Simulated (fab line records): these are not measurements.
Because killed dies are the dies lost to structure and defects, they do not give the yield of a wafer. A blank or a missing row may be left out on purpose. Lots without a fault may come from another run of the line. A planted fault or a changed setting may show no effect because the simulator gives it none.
fab line records + flow nandHarc
[record]
- lots = 6
- wafers = 18
- lastDay = 24
route steps=1159 shown A_CHANNEL_FILL_D1@513 A_STAIRCASE@519
lots that met no fault: from a run of the same line without faults
startH: the number of hours between the record's first day and the start of the first shown wafer of the lot + waitH: hours from the lot's prior step to this one + " same as the row above + L1.1+2: one row covering several wafers at once + - no value, or no start given + * or withheld: withheld + < > ~ a bound
route shown NAME@n: a module of which the file shows steps, and the number in the route of the first + usual: mean and standard deviation over wafers with no fault + same: alike in all rows + chamber/n: place in a boat + sites: each site's reading + _std_site: standard deviation across them + _edge_site: the outer-site mean with the inner-site mean subtracted + radiusMm: how far each site lies from the wafer's centre + mask NAME#n: copy n + behind: tool/chamber where the wafer was last shaped + hold: what put the lot on hold/how long, in hours/how the hold closed + device: whichever transistor did not switch (one of n, p or np) + end of line: the tests these same wafers got at the end of their route + where a step has no rows: the recipe by itself + killed: at the first sort, the dies lost to defects and structure; wafer yield is something else + map: dies across one wafer; x = killed, . = not, _ = none there
set.NAME: the setting that was run; set.NAME@STEP: the one run at that earlier step + model.NAME: the simulator's own value behind a step, which no gauge read
a table for each step, a row for each wafer; lots at some steps of the route
services: a tool's chamber out of use, with start hour (startH, from the record's first day; less than 0 if before it), hours out, and reason
[[steps]]
[step NHARC_A_CHANNEL_FILL_D1_CMP_10]
[recipe]
- targetThkNm = 150
[usual]
- motorCurrentA = 11.2/0.82
- timeToEndpointS = 15/3.2
| lot.wafer | tool   | chamber | startH | waitH | motorCurrentA | timeToEndpointS |
|-----------|--------|---------|--------|-------|---------------|-----------------|
| L938.1    | cmp-03 | 0       | 229.63 | 0.4   | 12.6          | 19              |
| L938.3    | "      | 1       | "      | "     | 11.5          | 20              |
| L938.6    | "      | 0       | "      | "     | 12.2          | 18              |
| L947.4    | cmp-02 | 3       | 273.74 | 0.4   | 11.3          | 15              |
| L947.5    | "      | 1       | "      | "     | 10.8          | 14              |
| L947.6    | "      | 2       | "      | "     | 10.5          | 16              |
| L954.1    | cmp-02 | 2       | 322.96 | 0.4   | 10.8          | 17              |
| L954.6    | "      | 2       | "      | "     | 10.2          | 15              |
| L954.5    | "      | 3       | "      | "     | 11.6          | 16              |
| L955.4    | cmp-04 | 0       | 336.28 | 0.4   | 12.2          | 9               |
| L955.3    | "      | 2       | "      | "     | 10.2          | 21              |
| L955.5    | "      | 0       | "      | "     | 12.6          | 12              |
| L956.2    | cmp-03 | 0       | 336.28 | 0.4   | 12.8          | 15              |
| L956.4    | "      | 1       | "      | "     | 11.4          | 18              |
| L956.6    | "      | 0       | "      | "     | 12.5          | 14              |
| L959.1    | cmp-02 | 0       | 371.55 | 0.4   | 10.8          | 13              |
| L959.3    | "      | 2       | "      | "     | 10.6          | 15              |
| L959.6    | "      | 0       | "      | "     | 10.9          | 11              |
[step NHARC_A_CHANNEL_FILL_D1_SRD_12]
[step NHARC_A_CHANNEL_FILL_D1_RTA_24]
[recipe]
- tempC = 1000
- timeS = 5
[usual]
- lampPowerPct = 30.00/0.29
- wafer_temp_C_max = 1004.3/1
| lot.wafer | tool         | chamber | startH | waitH | lampPowerPct | wafer_temp_C_max |
|-----------|--------------|---------|--------|-------|--------------|------------------|
| L938.1    | rtpAnneal-02 | 0       | 230.06 | 0.0   | 29.68        | 1003.6           |
| L938.3    | "            | 0       | "      | "     | 29.69        | 1004.3           |
| L938.6    | "            | 0       | "      | "     | 29.64        | 1004.5           |
| L947.4    | rtpAnneal-02 | 0       | 274.19 | 0.1   | 29.60        | 1004.0           |
| L947.5    | "            | 0       | "      | "     | 29.65        | 1002.9           |
| L947.6    | "            | 0       | "      | "     | 29.57        | 1005.2           |
| L954.1    | rtpAnneal-01 | 0       | 323.38 | 0.0   | 30.21        | 1004.8           |
| L954.5    | "            | 0       | "      | "     | 30.24        | 1002.6           |
| L954.6    | "            | 0       | "      | "     | 30.17        | 1004.9           |
| L955.3    | rtpAnneal-01 | 0       | 336.75 | 0.1   | 30.24        | 1008.3           |
| L955.4    | "            | 0       | "      | "     | 30.23        | 1005.0           |
| L955.5    | "            | 0       | "      | "     | 30.27        | 1005.3           |
| L956.2    | rtpAnneal-01 | 0       | 336.90 | 0.2   | 30.24        | 1004.5           |
| L956.4    | "            | 0       | "      | "     | 30.18        | 1003.6           |
| L956.6    | "            | 0       | "      | "     | 30.26        | 1004.5           |
| L959.1    | rtpAnneal-02 | 0       | 371.96 | 0.0   | 29.70        | 1002.4           |
| L959.3    | "            | 0       | "      | "     | 29.69        | 1004.3           |
| L959.6    | "            | 0       | "      | "     | 29.67        | 1003.7           |
[step NHARC_A_CHANNEL_FILL_D1_INSPECT_13]
[usual]
- rawDefectCount = 347/140
| lot.wafer | tool             | chamber | startH | waitH | rawDefectCount |
|-----------|------------------|---------|--------|-------|----------------|
| L938.1    | defectInspect-02 | -       | 230.26 | 0.2   | 1012           |
| L938.3    | "                | -       | "      | "     | 403            |
| L938.6    | "                | -       | "      | "     | 559            |
| L947.4    | defectInspect-02 | -       | 274.31 | 0.1   | 346            |
| L947.5    | "                | -       | "      | "     | 334            |
| L947.6    | "                | -       | "      | "     | 237            |
| L954.1    | defectInspect-02 | -       | 323.57 | 0.2   | 358            |
| L954.5    | "                | -       | "      | "     | 291            |
| L954.6    | "                | -       | "      | "     | 368            |
| L955.3    | defectInspect-01 | -       | 336.90 | 0.1   | 447            |
| L955.4    | "                | -       | "      | "     | 473            |
| L955.5    | "                | -       | "      | "     | 529            |
| L956.2    | defectInspect-02 | -       | 337.07 | 0.1   | 609            |
| L956.4    | "                | -       | "      | "     | 657            |
| L956.6    | "                | -       | "      | "     | 362            |
| L959.1    | defectInspect-02 | -       | 372.16 | 0.2   | 561            |
| L959.3    | "                | -       | "      | "     | 266            |
| L959.6    | "                | -       | "      | "     | 320            |
[step NHARC_A_STAIRCASE_DEP_156]
[recipe]
- targetThkA = 500
- tempC = 400
- targetThkNm = 50
- flowSccm = 200
- rfW = 450
- material = SiNx
[usual]
- heaterPowerW = 783/95
- susceptorTempC = 399.97/0.24
| lot.wafer | tool     | chamber | startH | waitH | heaterPowerW | sinceWetCleanH | susceptorTempC |
|-----------|----------|---------|--------|-------|--------------|----------------|----------------|
| L938.1    | pecvd-04 | 2       | 230.35 | 0.1   | 789          | 22             | 400.08         |
| L938.3    | "        | 0       | "      | "     | 825          | 22             | 399.94         |
| L938.6    | "        | 2       | "      | "     | 812          | -              | 400.05         |
| L947.5    | pecvd-02 | 2       | 274.56 | 0.2   | 644          | -              | 400.10         |
| L947.6    | "        | 0       | "      | "     | 909          | -              | 399.83         |
| L947.4    | "        | 1       | "      | "     | 798          | -              | 400.28         |
| L954.1    | pecvd-04 | 1       | 323.67 | 0.1   | 901          | 116            | 400.30         |
| L954.5    | "        | 0       | "      | "     | 834          | -              | 400.13         |
| L954.6    | "        | 2       | "      | "     | 787          | -              | 399.60         |
| L955.3    | pecvd-03 | 0       | 336.99 | 0.1   | 791          | 32             | 399.73         |
| L955.5    | "        | 0       | "      | "     | 765          | -              | 400.01         |
| L955.4    | "        | 1       | "      | "     | 773          | -              | 399.83         |
| L956.2    | pecvd-04 | 1       | 337.16 | 0.1   | 838          | 129            | 400.03         |
| L956.4    | "        | 1       | "      | "     | 830          | -              | 399.90         |
| L956.6    | "        | 2       | "      | "     | 793          | -              | 400.12         |
| L959.1    | pecvd-02 | 1       | 372.23 | 0.1   | 743          | 25             | 400.03         |
| L959.3    | "        | 0       | "      | "     | 947          | 25             | 400.03         |
| L959.6    | "        | 0       | "      | "     | 950          | -              | 400.02         |
[step NHARC_A_STAIRCASE_DEHYDRATE_158]
[recipe]
- tempC = 150
- timeS = 120
[step NHARC_A_STAIRCASE_HMDS_159]
[recipe]
- timeS = 30
[step NHARC_A_STAIRCASE_COAT_160]
[recipe]
- spinRpm = 1200
[step NHARC_A_STAIRCASE_SOFTBAKE_161]
[recipe]
- tempC = 135
- timeS = 170
[step NHARC_A_STAIRCASE_EBR_162]
[step NHARC_A_STAIRCASE_EXPOSE_163]
[recipe]
- na = 0.5
- doseMj = 20.01
- maskId = STAIR_OPEN
| lot.wafer  | tool          | chamber | startH | waitH | mask         | model.A_STAIRCASE.overlayXNm |
|------------|---------------|---------|--------|-------|--------------|------------------------------|
| L938.1+3+6 | krfScanner-01 | 0       | 230.81 | -     | STAIR_OPEN#0 | 0.4033                       |
| L947.4+5+6 | krfScanner-03 | 0       | 274.97 | -     | STAIR_OPEN#0 | -6.081                       |
| L954.1+5+6 | krfScanner-03 | 0       | 324.12 | -     | STAIR_OPEN#0 | 64.99                        |
| L955.3+4+5 | krfScanner-03 | 0       | 337.58 | -     | STAIR_OPEN#0 | 56.13                        |
| L956.2+4+6 | krfScanner-01 | 0       | 337.74 | -     | STAIR_OPEN#0 | -8.575                       |
| L959.1+3+6 | krfScanner-01 | 0       | 372.83 | -     | STAIR_OPEN#0 | 7.073                        |
[step NHARC_A_STAIRCASE_PEB_164]
[recipe]
- pebTempC = 115
- pebTimeS = 130
[[services]]
| tool          | chamber | startH | hours | kind   |
|---------------|---------|--------|-------|--------|
| pecvd-04      | 0       | 208.00 | -     | clean  |
| pecvd-04      | 1       | 208.00 | -     | clean  |
| cmp-03        | -       | 213.42 | 2.3   | repair |
| cmp-04        | -       | 217.58 | 1.5   | repair |
| cmp-02        | -       | 226.66 | 4.0   | pm     |
| krfScanner-03 | -       | 244.37 | 3.2   | repair |
| cmp-03        | -       | 254.00 | 4.0   | pm     |
| krfScanner-01 | -       | 256.00 | 4.0   | pm     |
| krfScanner-03 | -       | 257.99 | 1.3   | repair |
| cmp-03        | -       | 269.83 | 1.2   | repair |
| cmp-04        | -       | 273.55 | 0.3   | repair |
| pecvd-04      | 1       | 290.46 | 14.5  | repair |
| pecvd-03      | -       | 292.30 | 13.0  | pm     |
| rtpAnneal-02  | -       | 300.00 | 12.0  | pm     |
| cmp-04        | -       | 301.21 | 4.0   | pm     |
| krfScanner-03 | -       | 301.96 | 6.2   | repair |
| cmp-04        | -       | 313.06 | 6.5   | repair |
| cmp-03        | -       | 321.48 | 1.1   | repair |
| cmp-02        | -       | 324.66 | 4.0   | pm     |
| pecvd-02      | -       | 334.19 | 13.0  | pm     |
| krfScanner-03 | -       | 340.00 | 4.0   | pm     |
| cmp-03        | -       | 352.00 | 4.0   | pm     |
| cmp-04        | -       | 355.60 | 0.5   | repair |
| cmp-03        | -       | 359.15 | 3.9   | repair |
[[key]]
firstSign none at tools or gauges
[modelEffect]
- step = NHARC_A_STAIRCASE_EXPOSE_163
- value = A_STAIRCASE.overlayXNm
- without = 5.613
- struck = 60.56
metAt NHARC_A_STAIRCASE_EXPOSE_163
struckWafers L954.1,L954.5,L954.6,L955.3,L955.4,L955.5
rowsEnd L954.1,L954.5,L954.6,L955.3,L955.4,L955.5
onsetBetween 274.97 324.12
[fault]
- kind = scannerMatchingOverlay
- tool = krfScanner-03
- chamber = -
- onsetH = 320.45
- steps = NHARC_A_STAIRCASE_EXPOSE_163
- offset = 54.946
// rowsEnd: these wafers met a further fault down the route, and their rows from its step on are left out
